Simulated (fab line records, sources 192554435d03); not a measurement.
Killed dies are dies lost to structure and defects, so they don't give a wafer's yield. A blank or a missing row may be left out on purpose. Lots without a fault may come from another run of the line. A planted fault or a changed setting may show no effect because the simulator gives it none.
Which tool did it? | flow n5_finfet | 6 lots, 17 wafers sampled, at 3 steps of a route of 1938

WHAT THE GAUGES READ, wafer by wafer
N5_SDB_OVL_MEAS_12.
lot  | measured    | on         | SDB_OVL (nm)
L418 | day 3 23:50 | overlay-01 | 1.9 1.6 1.3
L420 | day 4 12:38 | overlay-02 | -0.8 -0.7 -0.1
L423 | day 5 05:19 | overlay-01 | 0.0 -0.1 0.4
L429 | day 7 02:10 | overlay-02 | 1.4 0.6
L436 | day 8 12:16 | overlay-01 | 6.0 5.8 6.2
L438 | day 9 02:10 | overlay-02 | 0.0 0.7 -1.5

WHICH TOOL RAN EACH LOT (tool, then ch and the chambers of the sampled wafers, then the start)
lot  | N5_SD_ACTIVATION_RTA_00         | N5_SDB_EXPOSE_08
L418 | rtp_anneal-01 ch 0, day 3 16:29 | arfi_scanner-02 ch 0, day 3 23:41
L420 | rtp_anneal-01 ch 0, day 4 05:06 | arfi_scanner-03 ch 0, day 4 12:29
L423 | rtp_anneal-02 ch 0, day 4 19:59 | arfi_scanner-01 ch 0, day 5 05:10
L429 | rtp_anneal-02 ch 0, day 6 18:43 | arfi_scanner-01 ch 0, day 7 02:01
L436 | rtp_anneal-01 ch 0, day 8 04:31 | arfi_scanner-01 ch 0, day 8 12:07
L438 | rtp_anneal-01 ch 0, day 8 18:43 | arfi_scanner-03 ch 0, day 9 02:01
- N5_SD_ACTIVATION_RTA_00: time 0 s.
- N5_SDB_EXPOSE_08: exposes mask SDB.

THE ANSWER, worked out from the rows above alone
Rule: what is usual is taken from the lots themselves. Put in order of their means at a reading, lots are off if they are a third of the lots or fewer, leave a main group of 4 or more, and stand apart from it by a gap of 3 or more times the standard deviation of the main group's means; of several such gaps the widest counts. A main group whose means are all the same, to the digits that the tables above print for the reading, isn't used. A lot without any number at a reading at which 4 lots or more have one is off too. The other lots that the step has rows for count as sound.
Off: L436, at N5_SDB_OVL_MEAS_12 (SDB_OVL). The main group: mean 0.4 nm, standard deviation 0.8.
A tool fits if, at a process step before that reading, it ran every lot that is off, and no sound lot after the first of them. The gauges at N5_SDB_OVL_MEAS_12 are tried like those tools. Can't be told from this: 2 tools fit, arfi_scanner-01 at N5_SDB_EXPOSE_08, overlay-01 at N5_SDB_OVL_MEAS_12.

WHAT THE SIMULATOR HAD PUT IN
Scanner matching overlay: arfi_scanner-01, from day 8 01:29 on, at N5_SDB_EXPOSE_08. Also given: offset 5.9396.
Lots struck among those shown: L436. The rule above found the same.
